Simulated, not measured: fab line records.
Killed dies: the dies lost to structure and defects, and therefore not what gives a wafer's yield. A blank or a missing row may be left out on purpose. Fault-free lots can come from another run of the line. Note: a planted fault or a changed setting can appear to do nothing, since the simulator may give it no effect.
Check for tools in common -- flow nandHarc -- 25 wafers sampled across 9 lots

REASON FOR OPENING
Flagged at NHARC_END_SORT_01: reading killedAtArray, on 2 of 9 lots. No-fault wafers: 28, standard deviation 11.
Rule: a lot gets a flag if all its wafers with a number sit over 4 standard deviations from that mean, or if no wafer of it has a number. As for the other lots, they are considered sound.

lot,measured,on,"killedAtArray, wafer by wafer",flag
L913,day 19 12:08,prober-01,7 10 7,
L917,day 20 11:31,prober-02,674 676 674,FLAGGED
L923,day 22 06:47,prober-02,674 676 676,FLAGGED
L926,day 22 14:40,prober-01,35 43 34,
L927,day 23 06:01,prober-02,31 29 30,
L928,day 23 07:37,prober-01,24 23 41,
L930,day 23 23:05,prober-01,20,
L929,day 23 21:32,prober-02,54 43 45,
L931,day 24 04:02,prober-01,57 51 50,
The mean of the flagged lots' numbers is 675, +647 from the usual (+59 standard deviations).

EACH LOT AND THE TOOL IT RAN ON
The record keeps 1 process step preceding the reading, out of 1159 steps on the route. Every cell lists first the tool, next ch and the chambers used by the sampled wafers, and last the start.
lot,flag,NHARC_A_CHANNEL_HOLE_D1_DEP_00
L913,,"aclDep-01 ch 0, day 8 15:34"
L917,FLAGGED,"aclDep-03 ch 0, day 9 13:17"
L923,FLAGGED,"aclDep-03 ch 0, day 11 06:11 and aclDep-02 ch 0, day 11 08:20"
L926,,"aclDep-02 ch 0, day 11 23:47"
L927,,"aclDep-01 ch 0, day 12 04:59"
L928,,"aclDep-03 ch 0, day 12 05:42"
L930,,"aclDep-02 ch 0, day 12 19:09"
L929,,"aclDep-01 ch 0, day 12 19:41"
L931,,"aclDep-02 ch 0, day 13 02:38"
What is done by these steps:
- NHARC_A_CHANNEL_HOLE_D1_DEP_00: deposits aC, target thk 3100 nm.
- NHARC_END_SORT_01

FLAGGED AGAINST TOTAL, ONE TOOL AT A TIME (gauges that did the reading follow at the end)
step,tool,lots run,flagged,share of the flagged lots,sound lots run after its first flagged lot
NHARC_A_CHANNEL_HOLE_D1_DEP_00,aclDep-01,3,0,none,-
NHARC_A_CHANNEL_HOLE_D1_DEP_00,aclDep-02,4,1,some,"3 (L926,L930,L931)"
NHARC_A_CHANNEL_HOLE_D1_DEP_00,aclDep-03,3,2,all,1 (L928)
NHARC_END_SORT_01,prober-01,5,0,none,-
NHARC_END_SORT_01,prober-02,4,2,all,"2 (L927,L929)"

WHAT THE TABLE PERMITS
Table rows that saw every flagged lot: 2, namely aclDep-03 at NHARC_A_CHANNEL_HOLE_D1_DEP_00 and prober-02 at NHARC_END_SORT_01.
- aclDep-03 at NHARC_A_CHANNEL_HOLE_D1_DEP_00 ran 3 lots, 2 of them flagged. Sound lots ran on it after the first flagged one (L928), which a lasting fault on the whole tool wouldn't allow.
- prober-02 at NHARC_END_SORT_01 ran 4 lots, 2 of them flagged. Sound lots ran on it after the first flagged one (L927, L929), which a lasting fault on the whole tool wouldn't allow.
There is no row in the table that ran each flagged lot and no sound lot after the first.

WHAT HAD BEEN PUT IN BY THE SIMULATOR
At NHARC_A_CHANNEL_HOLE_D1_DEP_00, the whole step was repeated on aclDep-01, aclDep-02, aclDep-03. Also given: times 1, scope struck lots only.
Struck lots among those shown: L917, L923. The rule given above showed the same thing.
